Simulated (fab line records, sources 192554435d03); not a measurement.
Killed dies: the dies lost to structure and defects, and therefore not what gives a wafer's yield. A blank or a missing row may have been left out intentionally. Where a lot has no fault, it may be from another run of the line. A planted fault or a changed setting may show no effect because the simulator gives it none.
Matching of chambers -- flow n5Finfet -- rieDiel-02 running N5_BEOL_M1_STRIP_36: 4 sister chambers
The step strips in N2/H2. 16 wafers are shown with their chamber, then 8 later ones without.

== EACH WAFER AND ITS CHAMBER ==
wafer,chamber,throttleValvePct (%),drypumpMotorCurrentA (A),oesProductAu (a.u.)
L074.2,0,23.7,5.2,0.78
L074.3,3,23.8,5.5,0.76
L074.4,0,23.7,5.2,0.77
L078.1,3,23.8,5.5,0.76
L078.3,1,24.5,5.7,0.69
L078.6,3,23.8,5.5,0.75
L081.1,0,23.7,5.2,0.75
L081.2,2,23.1,5.0,0.99
L081.3,3,23.8,5.5,0.76
L083.1,3,23.8,5.5,0.75
L083.2,0,23.7,5.2,0.74
L083.4,1,24.4,5.7,1.00
L084.1,3,23.8,5.5,0.74
L084.3,2,23.1,5.0,0.96
L084.6,1,24.4,5.6,1.00
L089.1,2,23.1,5.0,0.95

SIGNATURES, as means of the wafers listed above
reading,chamber 0,chamber 1,chamber 2,chamber 3,scatter within a chamber
throttleValvePct,23.700,24.433,23.100,23.800,0.0236
drypumpMotorCurrentA,5.200,5.667,5.000,5.500,0.0236
oesProductAu,0.7600,0.8967,0.9667,0.7533,0.0743
Rule: a wafer's distance from a chamber is the root of the sum, over the readings, of the square of ((its reading less the chamber's mean) divided by the reading's scatter). The wafer belongs to the nearest chamber; if the next one is less than 2 further off, it can't be placed. The scatter: the root of (the sum of the squares of (reading less its chamber's mean) over the shown wafers, divided by (wafers less chambers)).

== WAFERS WHOSE CHAMBER IS MISSING ==
wafer,throttleValvePct (%),drypumpMotorCurrentA (A),oesProductAu (a.u.)
L089.5,24.4,5.6,0.96
L089.6,23.7,5.2,0.74
L094.2,23.1,5.0,0.93
L094.5,23.1,5.0,0.93
L094.6,24.4,5.7,0.95
L097.1,24.4,5.6,0.93
L097.4,23.1,5.0,0.93
L097.5,23.1,5.0,0.93

== WHICH CHAMBER EACH ONE RAN IN ==
wafer,from the rows above,in truth
L089.5,1,1
L089.6,0,0
L094.2,2,2
L094.5,2,2
L094.6,1,1
L097.1,1,1
L097.4,2,2
L097.5,2,2
Correct placement for 8 of the 8. Not placeable from these rows: 0. 0 placed wrongly.
